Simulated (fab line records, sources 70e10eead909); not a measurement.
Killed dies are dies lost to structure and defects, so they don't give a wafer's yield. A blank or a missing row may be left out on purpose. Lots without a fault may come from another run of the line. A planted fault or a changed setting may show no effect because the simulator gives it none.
Which tool did it? | flow nand_harc | 13 lots, 39 wafers sampled, at 6 steps of a route of 1159

WHAT THE GAUGES READ, wafer by wafer
NHARC_P_ZERO_WELL_CD_MEAS_37: target cd 720 nm. Usual: cd_nm 720.7 nm, standard deviation 2.
lot  | measured    | on        | cd_nm (nm)        | flag
L310 | day 1 16:16 | cd_sem-01 | 721.6 723.7 722.2 |
L311 | day 1 22:11 | cd_sem-02 | 719.7 717.2 718.3 |
L315 | day 2 22:00 | cd_sem-02 | - - -             | OFF
L324 | day 5 04:08 | cd_sem-01 | 722.8 720.1 720.9 |
L325 | day 5 10:08 | cd_sem-01 | 724.8 723.6 724.6 |
L326 | day 5 16:08 | cd_sem-01 | 723.5 723.9 722.1 |
L327 | day 5 22:44 | cd_sem-02 | 721.8 718.6 716.4 |
L328 | day 6 04:03 | cd_sem-02 | 717.5 718.0 720.0 |
L329 | day 6 10:14 | cd_sem-03 | 721.3 719.8 720.0 |
L330 | day 6 16:04 | cd_sem-02 | 724.9 723.2 721.9 |
L331 | day 6 22:15 | cd_sem-01 | 718.0 722.2 723.3 |
L332 | day 7 04:06 | cd_sem-03 | 722.4 718.7 718.9 |
L333 | day 7 10:14 | cd_sem-03 | 720.2 719.0 717.5 |

NHARC_P_GATE_OVL_MEAS_27. Usual: overlay_x_nm 0.1 nm, standard deviation 0.83; overlay_y_nm 0.0 nm, standard deviation 0.91.
lot  | measured     | on         | overlay_x_nm (nm) | overlay_y_nm (nm) | flag
L310 | day 4 18:12  | overlay-01 | 1.2 0.9 1.1       | 0.5 0.9 0.2       |
L311 | day 4 22:38  | overlay-02 | 0.4 1.0 1.1       | 0.4 0.2 0.3       |
L324 | day 8 10:43  | overlay-01 | 0.8 0.2 0.4       | 0.3 0.3 0.6       |
L325 | day 8 10:11  | overlay-01 | 1.3 0.9 1.5       | -2.1 -2.2 -1.3    |
L326 | day 9 02:23  | overlay-01 | 0.5 0.3 0.6       | -1.3 -1.4 -1.7    |
L327 | day 9 02:14  | overlay-02 | -0.2 -0.6 0.1     | 0.0 0.6 0.2       |
L328 | day 9 04:52  | overlay-01 | 1.0 1.3 0.7       | -0.6 -1.0 -1.4    |
L329 | day 9 13:54  | overlay-01 | -1.5 -1.3 -0.7    | 0.3 0.5 0.1       |
L330 | day 9 14:05  | overlay-02 | -0.7 -1.2 -1.2    | 0.6 0.8 0.0       |
L331 | day 9 21:16  | overlay-01 | -0.4 -0.1 0.2     | 0.3 0.4 0.3       |
L332 | day 10 08:43 | overlay-01 | 0.3 0.1 0.6       | -0.7 -0.7 -1.1    |
L333 | day 10 08:23 | overlay-02 | 0.4 1.0 0.5       | 1.1 1.7 1.1       |

NHARC_P_GATE_CD_MEAS_46: target cd 720 nm. Usual: cd_nm 720.0 nm, standard deviation 1.9.
lot  | measured     | on        | cd_nm (nm)        | flag
L310 | day 5 06:10  | cd_sem-03 | 718.2 717.5 718.6 |
L311 | day 5 10:23  | cd_sem-03 | 720.5 721.8 720.3 |
L324 | day 8 22:37  | cd_sem-01 | 722.9 722.5 721.2 |
L325 | day 8 21:55  | cd_sem-02 | 721.4 721.6 722.5 |
L326 | day 9 14:14  | cd_sem-03 | 717.6 720.7 716.2 |
L327 | day 9 17:56  | cd_sem-01 | 720.1 717.7 717.1 |
L328 | day 9 17:47  | cd_sem-01 | 718.8 717.6 719.3 |
L329 | day 10 02:20 | cd_sem-01 | 722.4 718.9 720.2 |
L330 | day 10 02:34 | cd_sem-03 | 720.0 719.9 719.4 |
L331 | day 10 09:17 | cd_sem-03 | 715.9 718.2 719.0 |
L332 | day 10 20:38 | cd_sem-02 | 717.9 721.5 720.2 |
L333 | day 10 20:12 | cd_sem-03 | 719.3 717.6 719.6 |

NHARC_END_SORT_01. Usual: killed_at_array 27, standard deviation 11; killed_at_other 0.6, standard deviation 1; killed_at_periphery 3.0, standard deviation 2.1; killed_dies 31, standard deviation 12; killed_open 3.2, standard deviation 1.7; killed_short 1.7, standard deviation 1.4.
lot  | measured     | on        | killed_at_array | killed_at_other | killed_at_periphery | killed_dies | killed_open | killed_short | flag
L315 | day 21 17:43 | prober-02 | 30 31 22        | 1 0 1           | 646 646 654         | 677 677 677 | 3 4 3       | 2 2 4        | OFF

WHICH TOOL RAN EACH LOT (tool, then ch and the chambers of the sampled wafers, then the start)
lot  | NHARC_P_ZERO_WELL_DESCUM_26       | NHARC_P_ZERO_WELL_EXPOSE_34
L310 | rie_diel-07 ch 0,1,3, day 1 14:47 | krf_scanner-01 ch 0, day 1 16:07
L311 | rie_diel-09 ch 0,2,3, day 1 20:50 | krf_scanner-01 ch 0, day 1 22:02
L315 | rie_diel-07 ch 0,1,3, day 2 20:32 | krf_scanner-02 ch 0, day 2 21:51
L324 | rie_diel-07 ch 1,2, day 5 02:40   | krf_scanner-02 ch 0, day 5 03:59
L325 | rie_diel-10 ch 1,2,3, day 5 08:38 | krf_scanner-04 ch 0, day 5 09:59
L326 | rie_diel-10 ch 0,1, day 5 14:41   | krf_scanner-01 ch 0, day 5 15:59
L327 | rie_diel-07 ch 0,1,3, day 5 21:22 | krf_scanner-01 ch 0, day 5 22:34
L328 | rie_diel-10 ch 1,2,3, day 6 02:34 | krf_scanner-04 ch 0, day 6 03:53
L329 | rie_diel-10 ch 2,3, day 6 08:46   | krf_scanner-02 ch 0, day 6 10:05
L330 | rie_diel-10 ch 1,2,3, day 6 14:40 | krf_scanner-02 ch 0, day 6 15:55
L331 | rie_diel-07 ch 0,2, day 6 20:47   | krf_scanner-04 ch 0, day 6 22:05
L332 | rie_diel-10 ch 1,2,3, day 7 02:38 | krf_scanner-02 ch 0, day 7 03:57
L333 | rie_diel-10 ch 0,1,3, day 7 08:46 | krf_scanner-01 ch 0, day 7 10:05
- NHARC_P_ZERO_WELL_DESCUM_26: chemistry O2, time 3 s.
- NHARC_P_ZERO_WELL_EXPOSE_34: exposes mask P PWELL, target cd 720 nm.

WHAT THE TOOLS THEMSELVES READ (means of the sampled wafers that have a number; where no wafer has one, the mark that the record gives instead)
NHARC_P_ZERO_WELL_DESCUM_26. Usual: drypump_motor_current_A 5.7 A, standard deviation 0.37; o2_flow_sccm 200.0 sccm, standard deviation 0.56; oes_product_au 1.005 a.u., standard deviation 0.01; rf_vpp_V 57.8 V, standard deviation 0.86; showerhead_plenum_p_Torr 1.91 Torr, standard deviation 0.089; throttle_valve_pct 11.310 %, standard deviation 0.0079.
lot  | tool        | drypump_motor_current_A (A) | o2_flow_sccm (sccm) | oes_product_au (a.u.) | rf_vpp_V (V) | showerhead_plenum_p_Torr (Torr) | throttle_valve_pct (%) | flag
L310 | rie_diel-07 | 5.7                         | 200.5               | 0.999                 | 58.0         | 1.86                            | 11.315                 |
L311 | rie_diel-09 | 6.0                         | 199.9               | 1.002                 | 58.1         | 1.88                            | 11.317                 |
L315 | rie_diel-07 | 5.7                         | 199.9               | 0.993                 | 57.4         | 1.86                            | 11.322                 |
L324 | rie_diel-07 | 5.3                         | 199.7               | 1.015                 | 57.5         | 1.86                            | 11.310                 |
L325 | rie_diel-10 | 5.7                         | 199.7               | 1.010                 | 57.0         | 1.94                            | 11.305                 |
L326 | rie_diel-10 | 5.8                         | 200.5               | 1.002                 | 58.7         | 2.02                            | 11.307                 |
L327 | rie_diel-07 | 5.7                         | 200.5               | 1.006                 | 57.9         | 1.86                            | 11.316                 |
L328 | rie_diel-10 | 5.7                         | 199.7               | 1.006                 | 57.6         | 1.94                            | 11.311                 |
L329 | rie_diel-10 | 5.6                         | 200.3               | 1.020                 | 58.0         | 1.93                            | 11.308                 |
L330 | rie_diel-10 | 5.7                         | 200.6               | 1.001                 | 58.5         | 1.94                            | 11.313                 |
L331 | rie_diel-07 | 5.3                         | 199.7               | 1.018                 | 58.0         | 1.82                            | 11.313                 |
L332 | rie_diel-10 | 5.7                         | 199.9               | 1.005                 | 57.7         | 1.94                            | 11.319                 |
L333 | rie_diel-10 | 6.0                         | 199.6               | 0.998                 | 58.2         | 1.95                            | 11.308                 |

THE ANSWER, worked out from the rows above alone
Rule: a lot is off if the mean of its wafers that have a number lies more than 3 standard deviations from the usual mean. A lot without any number at a reading at which 4 lots or more have one is off too. The other lots that the step has rows for count as sound. The gauges are gone through in route order, then the tools' own readings, and for those a lot's mean is taken as printed above. The first step at which some lot is off is used, and at that step the reading that is off furthest; a lot without a number counts as furthest.
Off: L315, at NHARC_P_ZERO_WELL_CD_MEAS_37 (cd_nm). Without a number there: L315.
A tool fits if, at a process step before that reading, it ran every lot that is off, and no sound lot after the first of them. The gauges at NHARC_P_ZERO_WELL_CD_MEAS_37 aren't tried: what is off there is off at NHARC_END_SORT_01 too, on other tools, and a gauge's error can't cause that. None of those tried fits.

WHAT THE SIMULATOR HAD PUT IN
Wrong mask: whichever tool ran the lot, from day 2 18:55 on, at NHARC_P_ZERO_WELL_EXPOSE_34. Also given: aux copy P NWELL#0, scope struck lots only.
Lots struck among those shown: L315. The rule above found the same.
